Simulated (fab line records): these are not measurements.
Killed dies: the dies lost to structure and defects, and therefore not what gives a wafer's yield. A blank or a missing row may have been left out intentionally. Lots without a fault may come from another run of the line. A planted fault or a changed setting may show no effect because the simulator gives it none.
Chamber matching + flow nandHarc + NHARC_A_STAIRCASE_DEP_151 on pecvd-02 has 3 sister chambers
The step deposits SiO2, target thk 7200 nm. 3 wafers are shown with their chamber, then 11 later ones without.

WAFERS WITH THEIR CHAMBER
| wafer  | chamber | heaterPowerW (W) |
|--------|---------|------------------|
| L091.5 | 0       | 444              |
| L091.6 | 2       | 643              |
| L092.1 | 1       | 720              |

WAFERS WITHOUT THEIR CHAMBER
| wafer  | heaterPowerW (W) |
|--------|------------------|
| L092.3 | 512              |
| L092.5 | 573              |
| L093.3 | 546              |
| L093.4 | 655              |
| L093.5 | 579              |
| L094.3 | 679              |
| L094.5 | 584              |
| L094.6 | 636              |
| L096.2 | 714              |
| L096.5 | 566              |
| L096.6 | 446              |

EACH ONE'S CHAMBER
| wafer  | from the rows above          | in truth |
|--------|------------------------------|----------|
| L092.3 | can't be placed: 0 or 2      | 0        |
| L092.5 | can't be placed: 2 or 0 or 1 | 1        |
| L093.3 | can't be placed: 2 or 0 or 1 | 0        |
| L093.4 | can't be placed: 2 or 1      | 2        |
| L093.5 | can't be placed: 2 or 0 or 1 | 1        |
| L094.3 | can't be placed: 2 or 1      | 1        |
| L094.5 | can't be placed: 2 or 1 or 0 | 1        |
| L094.6 | can't be placed: 2 or 1      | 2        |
| L096.2 | can't be placed: 1 or 2      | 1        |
| L096.5 | can't be placed: 2 or 0 or 1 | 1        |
| L096.6 | 0                            | 0        |
Placed correctly: 1 of 11. Not placeable from these rows: 10 (in 10, the candidates include the true chamber). Placed wrongly: 0.
How it was worked out, from the rows above alone: a wafer's distance from a chamber is the root of the sum, over the readings, of the square of ((its reading less the chamber's mean) divided by the reading's scatter). If the next closest chamber is less than 2 further off than the closest, the wafer can't be placed; otherwise it belongs to the closest. For every chamber, the mean is computed from those of its wafers that are shown. The scatter: root of mean squared gap, hidden wafer to nearest shown wafer, with one shown wafer a chamber.
